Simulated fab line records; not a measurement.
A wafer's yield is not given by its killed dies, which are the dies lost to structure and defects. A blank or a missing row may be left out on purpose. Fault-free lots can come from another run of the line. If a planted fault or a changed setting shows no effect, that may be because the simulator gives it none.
fab line records    flow n5Finfet
record lots=24  wafers=72  lastDay=18
route steps=1938 shown BEOL_M3@970 BEOL_M4@1040
lots that met no fault: from a run of the same line without faults
startH: hours from the record's first day to the start of the lot's first wafer shown    waitH: hours from the lot's prior step to this one    " unchanged from the row above    L1.1+2: one row covering several wafers at once    - no value present, or no start provided    * or withheld: withheld    < > ~ a bound
route shown NAME@n: NAME is a module with steps in the file, n the number in the route of the first one    usual: mean/standard deviation taken from wafers without a fault    same: alike in all rows    chamber/n: place in a boat    sites: the reading at each site    _std_site: the standard deviation of these    _edge_site: inner sites' mean taken away from outer sites' mean    radiusMm: for every site, how far away it sits from the centre of the wafer    mask NAME#n: copy n    behind: the tool/chamber that last shaped the wafer    hold: cause of the lot's hold/its duration in hours/its outcome    device: the n, p or np transistor that did not switch    end of line: the tests these same wafers got at the end of their route    where a step has no rows: the recipe by itself    killed: count of dies lost to structure and defects at first sort (not the wafer's yield)    map: the dies of a wafer, with x for killed, . for not killed, _ for no die there
set.NAME: the setting as run; set.NAME@STEP: as run at that earlier step    model.NAME: the simulator's own value behind a step, which no gauge read
a sample of lots followed through the steps of the route, with each step as a table and each wafer as a row
services: when a tool's chamber went out of use (startH, in hours from the record's first day, below 0 if earlier), for how many hours, and the reason
## steps
# step N5_BEOL_M3_ETCH_77
# recipe chemistry=N2/H2  target=underlayer  targetDepthA=65  maskMaterial=CAR-EUV  timeS=5.2  ionEnergyEv=200  pressureMtorr=30  sourceW=840  biasW=150  n2FlowSccm=200  h2FlowSccm=200  ends=cleared
# usual drypumpMotorCurrentA=5.61/0.28  etchRfOnTimeS=5.21/0.12  oesProductAu=0.66/0.069  rfVppV=524.5/1.9  showerheadPlenumPTorr=2.57/0.058  throttleValvePct=17.89/0.2
lot.wafer  tool        chamber  startH  waitH  drypumpMotorCurrentA  etchRfOnTimeS  oesProductAu  rfHoursCounterH  rfVppV  showerheadPlenumPTorr  throttleValvePct
L074.2     rieDiel-06  3        141.08  0.0    5.23                  5.04           0.74          59               524.4   2.49                   17.97
L074.3     "           2        "       "      5.57                  5.27           0.61          181              522.9   2.54                   17.98
L074.4     "           2        "       "      5.57                  5.27           0.61          -                525.1   2.54                   17.98
L075.1     rieDiel-01  0        152.02  0.0    6.09                  5.34           0.79          2                524.2   2.62                   17.95
L075.4     "           1        "       "      5.99                  5.23           0.60          220              525.4   2.63                   18.40
L075.6     "           2        "       "      5.28                  5.23           0.58          -                523.2   2.52                   17.84
L077.2     rieDiel-01  3        155.50  0.0    5.78                  5.11           0.65          188              525.8   2.63                   17.63
L077.4     "           0        "       "      6.08                  5.27           0.79          3                525.5   2.62                   17.95
L077.5     "           3        "       "      5.77                  5.08           0.65          -                526.4   2.63                   17.63
L076.2     rieDiel-05  3        159.28  0.0    5.54                  5.22           0.60          210              522.2   2.50                   17.92
L076.3     "           1        "       "      5.26                  5.03           0.71          80               525.2   2.59                   17.75
L076.5     "           1        "       "      5.27                  5.01           0.72          -                525.9   2.59                   17.75
L078.2     rieDiel-06  3        177.38  0.0    5.31                  5.04           0.72          74               520.8   2.48                   17.97
L078.5     "           2        "       "      5.58                  5.19           0.61          -                524.1   2.53                   17.98
L078.6     "           0        "       "      5.82                  5.38           0.60          -                525.2   2.64                   17.96
L079.2     rieDiel-05  0        179.75  0.0    6.04                  5.14           0.64          166              527.0   2.64                   17.81
L079.4     "           2        "       "      5.57                  5.18           0.73          51               526.0   2.60                   18.02
L079.6     "           2        "       "      5.56                  5.15           0.73          -                526.5   2.60                   17.99
L081.3     rieDiel-06  0        193.18  0.0    5.85                  5.39           0.61          179              526.4   2.64                   18.01
L081.5     "           3        "       "      5.27                  5.07           0.71          -                522.0   2.48                   17.97
L081.6     "           0        "       "      5.84                  5.41           0.62          -                526.1   2.64                   17.97
L082.1     rieDiel-05  1        199.57  0.0    5.30                  5.03           0.69          92               526.0   2.58                   17.78
L082.2     "           3        "       "      5.55                  5.19           0.60          221              524.2   2.50                   17.94
L082.3     "           0        "       "      6.05                  5.12           0.63          172              527.1   2.64                   17.83
L080.4     rieDiel-06  2        199.63  0.0    5.57                  5.29           0.61          196              522.3   2.53                   17.98
L080.5     "           2        "       "      5.58                  5.28           0.60          -                524.0   2.53                   17.97
L080.6     "           1        "       "      5.29                  5.33           0.81          -                523.2   2.60                   17.33
L083.1     rieDiel-05  3        206.75  0.0    5.55                  5.33           0.59          224              522.8   2.49                   17.92
L083.3     "           1        "       "      5.28                  5.07           0.69          95               526.8   2.58                   17.75
L083.4     "           2        "       "      5.56                  5.26           0.70          60               527.3   2.59                   18.01
L084.3     rieDiel-06  0        209.24  0.0    5.82                  5.49           0.60          186              527.6   2.64                   18.00
L084.4     "           3        "       "      5.30                  5.13           0.71          87               522.6   2.48                   18.00
L084.6     "           3        "       "      5.26                  5.11           0.70          -                522.3   2.48                   18.00
L085.2     rieDiel-05  3        209.51  0.0    5.54                  5.27           0.58          225              523.8   2.49                   17.94
L085.4     "           1        "       "      5.29                  5.08           0.70          96               526.1   2.58                   17.76
L085.6     "           1        "       "      5.29                  5.07           0.70          -                525.0   2.58                   17.72
L086.1     rieDiel-01  2        214.23  0.0    5.27                  5.14           0.57          242              523.4   2.51                   17.88
L086.2     "           3        "       "      5.76                  5.13           0.62          208              526.7   2.62                   17.67
L086.4     "           0        "       "      6.09                  5.36           0.74          25               526.0   2.61                   18.00
L087.1     rieDiel-06  3        220.84  0.0    5.31                  5.03           0.71          91               521.8   2.48                   18.01
L087.3     "           0        "       "      5.85                  5.37           0.61          189              526.1   2.63                   18.03
L087.6     "           3        "       "      5.31                  5.03           0.71          -                521.0   2.48                   18.03
L088.2     rieDiel-01  1        224.74  0.0    5.96                  5.26           0.59          246              527.1   2.62                   18.43
L088.3     "           3        "       "      5.74                  5.24           0.63          212              523.4   2.62                   17.65
L088.6     "           3        "       "      5.76                  5.20           0.63          -                526.7   2.62                   17.66
L089.1     rieDiel-05  2        232.31  0.0    5.54                  5.13           0.70          67               526.0   2.59                   18.04
L089.2     "           3        "       "      5.56                  5.27           0.58          231              525.3   2.49                   17.95
L089.3     "           0        "       "      6.08                  5.12           0.63          181              525.7   2.64                   17.81
L090.1     rieDiel-01  2        245.41  0.0    5.27                  5.22           0.56          253              524.9   2.50                   17.89
L090.2     "           0        "       "      6.09                  5.26           0.72          36               525.9   2.60                   18.02
L090.3     "           3        "       "      5.74                  5.14           0.62          220              526.7   2.62                   17.69
L092.4     rieDiel-06  3        253.29  0.0    5.32                  5.08           0.70          101              519.3   2.47                   18.04
L092.5     "           1        "       "      5.28                  5.30           0.77          -                524.8   2.59                   17.36
L092.6     "           0        "       "      5.83                  5.43           0.61          -                526.5   2.63                   18.05
L091.1     rieDiel-06  3        258.75  0.0    5.30                  5.10           0.69          103              522.2   2.47                   18.03
L091.2     "           2        "       "      5.56                  5.31           0.59          214              521.6   2.52                   18.01
L091.6     "           3        "       "      5.31                  5.05           0.69          -                522.6   2.47                   18.00
L093.1     rieDiel-05  3        259.99  0.0    5.56                  5.32           0.57          238              521.4   2.49                   17.99
L093.5     "           3        "       "      5.56                  5.33           0.57          -                523.8   2.49                   17.97
L093.6     "           0        "       "      6.03                  5.16           0.62          -                525.3   2.63                   17.86
L094.3     rieDiel-05  3        269.12  0.0    5.56                  5.37           0.57          241              524.3   2.49                   17.96
L094.4     "           1        "       "      5.26                  5.12           0.68          113              523.4   2.58                   17.77
L094.6     "           1        "       "      5.25                  5.05           0.68          -                527.5   2.58                   17.78
L095.2     rieDiel-06  3        283.76  0.0    5.27                  5.16           0.68          110              520.2   2.47                   18.05
L095.3     "           0        "       "      5.83                  5.50           0.59          205              525.3   2.63                   18.04
L095.6     "           1        "       "      5.28                  5.37           0.75          -                524.2   2.59                   17.35
L096.1     rieDiel-05  0        286.65  0.0    5.99                  5.13           0.61          196              524.7   2.63                   17.87
L096.4     "           3        "       "      5.54                  5.38           0.57          246              523.6   2.49                   17.99
L096.6     "           1        "       "      5.25                  5.06           0.67          -                521.9   2.57                   17.79
L097.1     rieDiel-01  1        294.71  0.0    5.98                  5.10           0.80          14               524.5   2.61                   18.04
L097.2     "           0        "       "      6.12                  5.32           0.69          55               524.7   2.60                   18.06
L097.4     "           2        "       "      5.28                  5.17           0.83          5                522.5   2.50                   17.58
# step N5_BEOL_M4_ETCH_64
# recipe chemistry=N2/H2  target=SOC  targetDepthA=750  overetchA=225  maskMaterial=SiARC  tempC=40  timeS=121.9  ionEnergyEv=200  pressureMtorr=30  sourceW=840  biasW=150  n2FlowSccm=200  h2FlowSccm=200
# usual drypumpMotorCurrentA=5.5/0.49  oesProductAu=0.62/0.062  rfVppV=523.5/2.4  showerheadPlenumPTorr=2.53/0.081  throttleValvePct=17.8/0.3
lot.wafer  tool        chamber  startH  waitH  drypumpMotorCurrentA  oesProductAu  rfHoursCounterH  rfVppV  showerheadPlenumPTorr  throttleValvePct
L074.2     rieDiel-03  0        154.43  0.0    6.1                   0.68          25               520.7   2.49                   18.0
L074.3     "           3        "       "      5.1                   0.58          136              526.8   2.67                   17.9
L074.4     "           1        "       "      5.3                   0.64          62               521.6   2.47                   17.4
L075.1     rieDiel-02  2        158.33  0.0    5.1                   0.64          51               522.5   2.49                   17.7
L075.4     "           0        "       "      5.1                   0.54          210              520.0   2.41                   18.1
L075.6     "           3        "       "      5.3                   0.71          -                528.7   2.69                   17.4
L077.2     rieDiel-04  2        171.64  0.0    5.1                   0.72          4                522.7   2.50                   17.6
L077.4     "           0        "       "      5.0                   0.52          -                522.5   2.53                   18.3
L077.5     "           1        "       "      6.0                   0.56          -                525.6   2.62                   18.2
L076.2     rieDiel-03  1        171.96  0.0    5.3                   0.63          71               521.8   2.46                   17.4
L076.3     "           3        "       "      5.1                   0.56          144              526.6   2.66                   17.9
L076.5     "           3        "       "      5.2                   0.57          -                525.9   2.66                   17.9
L078.2     rieDiel-03  3        191.94  0.0    5.2                   0.56          154              525.6   2.66                   17.9
L078.5     "           1        "       "      5.3                   0.61          -                521.4   2.46                   17.4
L078.6     "           3        "       "      5.2                   0.56          -                525.8   2.66                   17.9
L079.2     rieDiel-04  2        193.99  0.0    5.1                   0.70          13               522.5   2.50                   17.6
L079.4     "           1        "       "      6.0                   0.55          -                527.1   2.62                   18.2
L079.6     "           2        "       "      5.1                   0.69          -                521.9   2.50                   17.6
L081.3     rieDiel-02  3        202.39  0.0    5.3                   0.68          39               527.6   2.69                   17.5
L081.5     "           2        "       "      5.1                   0.63          -                522.6   2.48                   17.8
L081.6     "           3        "       "      5.3                   0.67          -                528.2   2.69                   17.5
L082.1     rieDiel-03  0        207.75  0.0    6.2                   0.67          33               521.8   2.49                   18.0
L082.2     "           2        "       "      5.9                   0.52          234              523.1   2.51                   18.0
L082.3     "           3        "       "      5.2                   0.56          160              527.2   2.66                   17.9
L080.4     rieDiel-03  2        208.14  0.1    5.9                   0.53          -                523.9   2.51                   18.0
L080.5     "           3        "       "      5.2                   0.56          -                526.6   2.66                   17.9
L080.6     "           0        "       "      6.1                   0.67          -                521.9   2.49                   18.0
L083.1     rieDiel-03  3        222.80  0.0    5.2                   0.55          166              526.3   2.65                   17.9
L083.3     "           2        "       "      5.9                   0.53          241              523.4   2.51                   18.0
L083.4     "           1        "       "      5.3                   0.62          -                521.7   2.45                   17.4
L086.1     rieDiel-02  3        226.56  0.0    5.3                   0.67          47               527.5   2.68                   17.5
L086.2     "           2        "       "      5.1                   0.63          78               520.3   2.48                   17.8
L086.4     "           0        "       "      5.1                   0.53          236              519.6   2.39                   18.2
L084.3     rieDiel-02  1        227.32  0.0    6.4                   0.71          16               523.3   2.49                   17.2
L084.4     "           2        "       "      5.1                   0.62          78               521.3   2.48                   17.8
L084.6     "           1        "       "      6.4                   0.70          -                523.0   2.49                   17.2
L085.2     rieDiel-03  2        229.21  0.0    5.9                   0.53          243              521.9   2.51                   18.0
L085.4     "           1        "       "      5.3                   0.62          92               523.7   2.45                   17.5
L085.6     "           0        "       "      6.1                   0.66          -                521.0   2.48                   18.0
L088.2     rieDiel-02  0        236.59  0.0    5.1                   0.53          240              520.3   2.39                   18.2
L088.3     "           3        "       "      5.3                   0.66          51               527.7   2.68                   17.5
L088.6     "           2        "       "      5.1                   0.61          -                522.0   2.48                   17.8
L087.1     rieDiel-03  2        236.76  0.0    5.9                   0.53          245              521.6   2.51                   18.0
L087.3     "           1        "       "      5.3                   0.61          94               520.5   2.45                   17.5
L087.6     "           3        "       "      5.2                   0.55          -                526.6   2.65                   17.9
L089.1     rieDiel-04  3        245.90  0.0    6.2                   0.66          26               523.3   2.49                   17.4
L089.2     "           2        "       "      5.1                   0.67          36               524.5   2.49                   17.6
L089.3     "           1        "       "      6.0                   0.55          226              526.3   2.61                   18.3
L090.1     rieDiel-04  1        253.78  0.0    6.0                   0.53          230              526.8   2.61                   18.3
L090.2     "           3        "       "      6.2                   0.66          29               520.4   2.49                   17.4
L090.3     "           2        "       "      5.1                   0.66          40               522.8   2.49                   17.6
L092.4     rieDiel-03  1        263.74  0.1    5.3                   0.61          -                522.8   2.45                   17.5
L092.5     "           0        "       "      6.1                   0.64          -                520.4   2.48                   18.0
L092.6     "           3        "       "      5.2                   0.55          -                526.8   2.65                   18.0
L091.1     rieDiel-04  3        270.08  0.0    6.2                   0.66          36               522.1   2.49                   17.4
L091.2     "           1        "       "      6.0                   0.53          236              524.3   2.61                   18.3
L091.6     "           0        "       "      5.0                   0.69          -                522.8   2.52                   17.9
L093.1     rieDiel-04  2        275.01  0.0    5.1                   0.64          49               523.1   2.48                   17.7
L093.5     "           0        "       "      4.9                   0.70          -                521.9   2.52                   17.9
L093.6     "           3        "       "      6.2                   0.66          -                523.0   2.48                   17.4
L094.3     rieDiel-04  2        280.57  0.0    5.1                   0.65          51               522.4   2.48                   17.6
L094.4     "           3        "       "      6.2                   0.65          40               521.6   2.48                   17.4
L094.6     "           2        "       "      5.1                   0.65          -                523.0   2.48                   17.7
L095.2     rieDiel-04  0        291.97  0.0    5.0                   0.68          23               522.4   2.52                   18.0
L095.3     "           3        "       "      6.1                   0.65          45               522.8   2.48                   17.4
L095.6     "           3        "       "      6.2                   0.64          -                522.1   2.48                   17.4
L096.1     rieDiel-02  0        295.31  0.0    5.1                   0.73          2                528.6   2.71                   17.7
L096.4     "           2        "       "      5.2                   0.60          104              521.3   2.47                   17.8
L096.6     "           0        "       "      5.1                   0.73          -                527.7   2.71                   17.7
L097.1     rieDiel-04  2        310.33  0.0    5.1                   0.64          63               520.7   2.48                   17.7
L097.2     "           3        "       "      6.2                   0.64          52               522.9   2.48                   17.5
L097.4     "           0        "       "      5.0                   0.66          -                522.3   2.51                   18.0
# step N5_BEOL_M4_CD_MEAS_35
# recipe targetCdNm=18  targetCdYNm=22.4  polarity=opening
# usual cdNm=18.0/0.34
lot.wafer  tool      chamber  startH  waitH  cdNm
L075.1     cdSem-03  -        162.19  0.0    18.0
L075.4     "         -        "       "      17.9
L075.6     "         -        "       "      18.3
L074.2     cdSem-02  -        166.34  0.0    18.0
L074.3     "         -        "       "      17.9
L074.4     "         -        "       "      17.7
L077.2     cdSem-03  -        174.33  0.0    17.7
L077.4     "         -        "       "      17.3
L077.5     "         -        "       "      18.1
L076.2     cdSem-01  -        174.37  0.0    17.6
L076.3     "         -        "       "      18.2
L076.5     "         -        "       "      18.5
L078.2     cdSem-02  -        196.03  0.0    17.8
L078.5     "         -        "       "      18.1
L078.6     "         -        "       "      18.1
L079.2     cdSem-01  -        197.99  0.0    18.0
L079.4     "         -        "       "      17.9
L079.6     "         -        "       "      18.3
L081.3     cdSem-01  -        204.88  0.0    17.9
L081.5     "         -        "       "      18.0
L081.6     "         -        "       "      17.4
L082.1     cdSem-03  -        210.79  0.0    18.1
L082.2     "         -        "       "      17.9
L082.3     "         -        "       "      18.0
L080.4     cdSem-02  -        214.21  0.0    17.4
L080.5     "         -        "       "      18.3
L080.6     "         -        "       "      17.9
L083.1     cdSem-03  -        226.05  0.0    18.0
L083.3     "         -        "       "      17.9
L083.4     "         -        "       "      17.7
L086.1     cdSem-01  -        232.39  0.0    18.1
L086.2     "         -        "       "      17.7
L086.4     "         -        "       "      17.8
L084.3     cdSem-03  -        233.72  0.0    17.7
L084.4     "         -        "       "      18.0
L084.6     "         -        "       "      17.9
L085.2     cdSem-03  -        236.08  0.0    17.9
L085.4     "         -        "       "      18.1
L085.6     "         -        "       "      18.3
L087.1     cdSem-01  -        240.27  0.0    18.1
L087.3     "         -        "       "      18.0
L087.6     "         -        "       "      18.3
L088.2     cdSem-02  -        240.39  0.0    17.7
L088.3     "         -        "       "      17.9
L088.6     "         -        "       "      18.2
L089.1     cdSem-03  -        257.71  0.0    17.7
L089.2     "         -        "       "      17.9
L089.3     "         -        "       "      18.1
L090.1     cdSem-02  -        257.83  0.0    17.9
L090.2     "         -        "       "      17.7
L090.3     "         -        "       "      18.3
L092.4     cdSem-01  -        267.47  0.0    18.4
L092.5     "         -        "       "      18.7
L092.6     "         -        "       "      17.7
L091.1     cdSem-02  -        279.73  0.0    17.4
L091.2     "         -        "       "      18.1
L091.6     "         -        "       "      18.1
L093.1     cdSem-03  -        282.13  0.0    17.8
L093.5     "         -        "       "      17.8
L093.6     "         -        "       "      17.6
L094.3     cdSem-02  -        285.34  0.0    18.1
L094.4     "         -        "       "      17.9
L094.6     "         -        "       "      18.5
L095.2     cdSem-01  -        296.01  0.0    17.3
L095.3     "         -        "       "      18.0
L095.6     "         -        "       "      17.7
L096.1     cdSem-01  -        299.55  0.0    17.5
L096.4     "         -        "       "      18.2
L096.6     "         -        "       "      17.8
L097.1     cdSem-01  -        317.10  0.0    18.0
L097.2     "         -        "       "      18.2
L097.4     "         -        "       "      18.1
# step N5_BEOL_M4_DEGAS_44
# recipe ambient=vacuum  tempC=250  timeS=60
# usual heaterPowerW=329/44
lot.wafer  tool           chamber  startH  waitH  heaterPowerW
L075.1     pvdSputter-02  -        162.60  0.4    275
L075.4     "              -        "       "      359
L075.6     "              -        "       "      381
L074.2     pvdSputter-03  -        166.75  0.4    360
L074.3     "              -        "       "      287
L074.4     "              -        "       "      357
L077.2     pvdSputter-03  -        174.67  0.3    357
L077.4     "              -        "       "      352
L077.5     "              -        "       "      347
L076.2     pvdSputter-03  -        174.83  0.5    424
L076.3     "              -        "       "      360
L076.5     "              -        "       "      366
L078.2     pvdSputter-02  -        196.08  0.0    283
L078.5     "              -        "       "      366
L078.6     "              -        "       "      273
L079.2     pvdSputter-01  -        198.72  0.7    307
L079.4     "              -        "       "      291
L079.6     "              -        "       "      314
L081.3     pvdSputter-03  -        205.29  0.4    357
L081.5     "              -        "       "      422
L081.6     "              -        "       "      349
L082.1     pvdSputter-02  -        211.60  0.8    368
L082.2     "              -        "       "      367
L082.3     "              -        "       "      278
L080.4     pvdSputter-01  -        214.67  0.5    313
L080.5     "              -        "       "      311
L080.6     "              -        "       "      289
L083.1     pvdSputter-01  -        226.47  0.4    294
L083.3     "              -        "       "      314
L083.4     "              -        "       "      297
L086.1     pvdSputter-03  -        233.22  0.8    362
L086.2     "              -        "       "      351
L086.4     "              -        "       "      417
L084.3     pvdSputter-02  -        235.71  2.0    373
L084.4     "              -        "       "      274
L084.6     "              -        "       "      357
L085.2     pvdSputter-01  -        236.27  0.2    303
L085.4     "              -        "       "      278
L085.6     "              -        "       "      268
L087.1     pvdSputter-01  -        240.41  0.1    306
L087.3     "              -        "       "      314
L087.6     "              -        "       "      318
L088.2     pvdSputter-01  -        240.89  0.5    321
L088.3     "              -        "       "      270
L088.6     "              -        "       "      296
L089.1     pvdSputter-02  -        257.84  0.1    363
L089.2     "              -        "       "      355
L089.3     "              -        "       "      285
L090.1     pvdSputter-01  -        258.25  0.4    266
L090.2     "              -        "       "      303
L090.3     "              -        "       "      311
L092.4     pvdSputter-01  -        267.52  0.0    313
L092.5     "              -        "       "      295
L092.6     "              -        "       "      310
L091.1     pvdSputter-02  -        279.78  0.0    374
L091.2     "              -        "       "      364
L091.6     "              -        "       "      362
L093.1     pvdSputter-03  -        282.34  0.2    354
L093.5     "              -        "       "      345
L093.6     "              -        "       "      284
L094.3     pvdSputter-02  -        285.63  0.3    352
L094.4     "              -        "       "      373
L094.6     "              -        "       "      377
L095.2     pvdSputter-02  -        296.70  0.7    273
L095.3     "              -        "       "      349
L095.6     "              -        "       "      373
L096.1     pvdSputter-02  -        299.88  0.3    352
L096.4     "              -        "       "      361
L096.6     "              -        "       "      277
L097.1     pvdSputter-02  -        317.55  0.4    360
L097.2     "              -        "       "      359
L097.4     "              -        "       "      366
# step N5_BEOL_M4_PRE_CLEAN_45
# recipe gas=H2/He  timeS=30  tempC=250
# usual heaterPowerW=330/44
lot.wafer  tool           chamber  startH  waitH  heaterPowerW
L075.1     pvdSputter-02  -        162.64  0.0    276
L075.4     "              -        "       "      358
L075.6     "              -        "       "      375
L074.2     pvdSputter-03  -        166.79  0.0    351
L074.3     "              -        "       "      281
L074.4     "              -        "       "      351
L077.2     pvdSputter-03  -        174.71  0.0    358
L077.4     "              -        "       "      351
L077.5     "              -        "       "      351
L076.2     pvdSputter-03  -        174.87  0.0    415
L076.3     "              -        "       "      362
L076.5     "              -        "       "      355
L078.2     pvdSputter-02  -        196.12  0.0    275
L078.5     "              -        "       "      377
L078.6     "              -        "       "      276
L079.2     pvdSputter-01  -        198.76  0.0    312
L079.4     "              -        "       "      293
L079.6     "              -        "       "      320
L081.3     pvdSputter-03  -        205.33  0.0    363
L081.5     "              -        "       "      422
L081.6     "              -        "       "      360
L082.1     pvdSputter-02  -        211.64  0.0    365
L082.2     "              -        "       "      366
L082.3     "              -        "       "      276
L080.4     pvdSputter-01  -        214.71  0.0    298
L080.5     "              -        "       "      316
L080.6     "              -        "       "      300
L083.1     pvdSputter-01  -        226.51  0.0    297
L083.3     "              -        "       "      315
L083.4     "              -        "       "      305
L086.1     pvdSputter-03  -        233.26  0.0    353
L086.2     "              -        "       "      360
L086.4     "              -        "       "      410
L084.3     pvdSputter-02  -        235.75  0.0    370
L084.4     "              -        "       "      275
L084.6     "              -        "       "      351
L085.2     pvdSputter-01  -        236.31  0.0    305
L085.4     "              -        "       "      269
L085.6     "              -        "       "      269
L087.1     pvdSputter-01  -        240.45  0.0    307
L087.3     "              -        "       "      313
L087.6     "              -        "       "      320
L088.2     pvdSputter-01  -        240.93  0.0    312
L088.3     "              -        "       "      274
L088.6     "              -        "       "      294
L089.1     pvdSputter-02  -        257.88  0.0    368
L089.2     "              -        "       "      348
L089.3     "              -        "       "      278
L090.1     pvdSputter-01  -        258.29  0.0    270
L090.2     "              -        "       "      306
L090.3     "              -        "       "      308
L092.4     pvdSputter-01  -        267.56  0.0    316
L092.5     "              -        "       "      297
L092.6     "              -        "       "      307
L091.1     pvdSputter-02  -        279.82  0.0    383
L091.2     "              -        "       "      361
L091.6     "              -        "       "      354
L093.1     pvdSputter-03  -        282.38  0.0    351
L093.5     "              -        "       "      348
L093.6     "              -        "       "      284
L094.3     pvdSputter-02  -        285.67  0.0    345
L094.4     "              -        "       "      361
L094.6     "              -        "       "      366
L095.2     pvdSputter-02  -        296.74  0.0    278
L095.3     "              -        "       "      349
L095.6     "              -        "       "      375
L096.1     pvdSputter-02  -        299.92  0.0    353
L096.4     "              -        "       "      374
L096.6     "              -        "       "      284
L097.1     pvdSputter-02  -        317.59  0.0    351
L097.2     "              -        "       "      374
L097.4     "              -        "       "      370
# step N5_BEOL_M4_SPUTTER_79
# recipe material=Cu  targetThkA=45  tempC=-20  chamberPressurePa=0.07  powerW=withheld  timeS=8.29
# usual throttleValvePct=30.4/1
lot.wafer  tool           chamber  startH  waitH  throttleValvePct
L075.1     pvdSputter-02  -        163.54  0.1    29.8
L075.4     "              -        "       "      32.0
L075.6     "              -        "       "      30.4
L074.2     pvdSputter-01  -        169.22  0.1    30.0
L074.3     "              -        "       "      28.6
L074.4     "              -        "       "      31.0
L077.2     pvdSputter-01  -        175.56  0.1    31.7
L077.4     "              -        "       "      29.7
L077.5     "              -        "       "      31.2
L076.2     pvdSputter-03  -        175.73  0.1    30.8
L076.3     "              -        "       "      30.8
L076.5     "              -        "       "      30.8
L078.2     pvdSputter-02  -        196.94  0.1    29.8
L078.5     "              -        "       "      30.0
L078.6     "              -        "       "      30.1
L079.2     pvdSputter-03  -        199.57  0.1    29.7
L079.4     "              -        "       "      29.6
L079.6     "              -        "       "      31.0
L081.3     pvdSputter-03  -        206.21  0.1    30.8
L081.5     "              -        "       "      29.3
L081.6     "              -        "       "      29.6
L082.1     pvdSputter-01  -        212.97  0.1    28.8
L082.2     "              -        "       "      31.8
L082.3     "              -        "       "      30.0
L080.4     pvdSputter-01  -        215.55  0.1    31.1
L080.5     "              -        "       "      29.8
L080.6     "              -        "       "      31.1
L083.1     pvdSputter-01  -        228.07  0.1    31.9
L083.3     "              -        "       "      29.9
L083.4     "              -        "       "      31.0
L086.1     pvdSputter-02  -        234.09  0.1    31.7
L086.2     "              -        "       "      29.9
L086.4     "              -        "       "      30.5
L084.3     pvdSputter-01  -        236.57  0.1    31.1
L084.4     "              -        "       "      28.5
L084.6     "              -        "       "      30.1
L085.2     pvdSputter-02  -        237.27  0.1    31.8
L085.4     "              -        "       "      30.0
L085.6     "              -        "       "      32.0
L087.1     pvdSputter-01  -        241.51  0.1    31.8
L087.3     "              -        "       "      28.4
L087.6     "              -        "       "      29.8
L088.2     pvdSputter-03  -        243.48  0.1    30.9
L088.3     "              -        "       "      29.2
L088.6     "              -        "       "      30.5
L089.1     pvdSputter-02  -        258.82  0.1    30.7
L089.2     "              -        "       "      31.8
L089.3     "              -        "       "      30.1
L090.1     pvdSputter-02  -        261.06  0.1    30.1
L090.2     "              -        "       "      32.1
L090.3     "              -        "       "      29.9
L092.4     pvdSputter-01  -        268.77  0.1    31.7
L092.5     "              -        "       "      31.8
L092.6     "              -        "       "      28.4
L091.1     pvdSputter-01  -        282.26  0.1    28.6
L091.2     "              -        "       "      29.9
L091.6     "              -        "       "      28.6
L093.1     pvdSputter-03  -        283.20  0.1    30.6
L093.5     "              -        "       "      30.7
L093.6     "              -        "       "      30.9
L094.3     pvdSputter-01  -        286.50  0.1    31.7
L094.4     "              -        "       "      28.4
L094.6     "              -        "       "      28.3
L095.2     pvdSputter-02  -        297.72  0.1    30.0
L095.3     "              -        "       "      30.4
L095.6     "              -        "       "      30.3
L096.1     pvdSputter-02  -        300.70  0.1    30.1
L096.4     "              -        "       "      30.6
L096.6     "              -        "       "      30.0
L097.1     pvdSputter-02  -        318.35  0.1    30.0
L097.2     "              -        "       "      30.0
L097.4     "              -        "       "      30.5
## services
tool           chamber  startH  hours  kind
rieDiel-03     1        129.58  13.2   repair
rieDiel-06     1        130.63  9.8    repair
rieDiel-04     2        139.87  -      clean
rieDiel-04     2        139.87  -      consumableReplace:focusRing
rieDiel-04     2        139.87  23.9   scheduledDown
rieDiel-04     2        139.87  23.9   ventCycle
rieDiel-06     1        140.64  -      clean
rieDiel-06     1        140.64  -      consumableReplace:focusRing
rieDiel-06     1        140.64  25.2   scheduledDown
rieDiel-06     1        140.64  25.2   ventCycle
rieDiel-06     2        149.71  12.8   repair
rieDiel-01     3        157.99  1.5    repair
rieDiel-04     3        163.89  -      clean
rieDiel-04     3        163.89  -      consumableReplace:focusRing
rieDiel-06     1        177.25  22.2   repair
rieDiel-06     2        194.15  4.6    repair
rieDiel-03     1        204.96  8.0    repair
rieDiel-03     0        222.41  3.9    repair
rieDiel-04     0        244.97  22.3   repair
pvdSputter-01  -        260.51  3.0    repair
rieDiel-06     0        274.36  3.1    repair
rieDiel-02     3        277.74  6.1    repair
rieDiel-06     3        294.02  4.3    repair
rieDiel-02     -        307.01  4.3    pm
## key
fault none
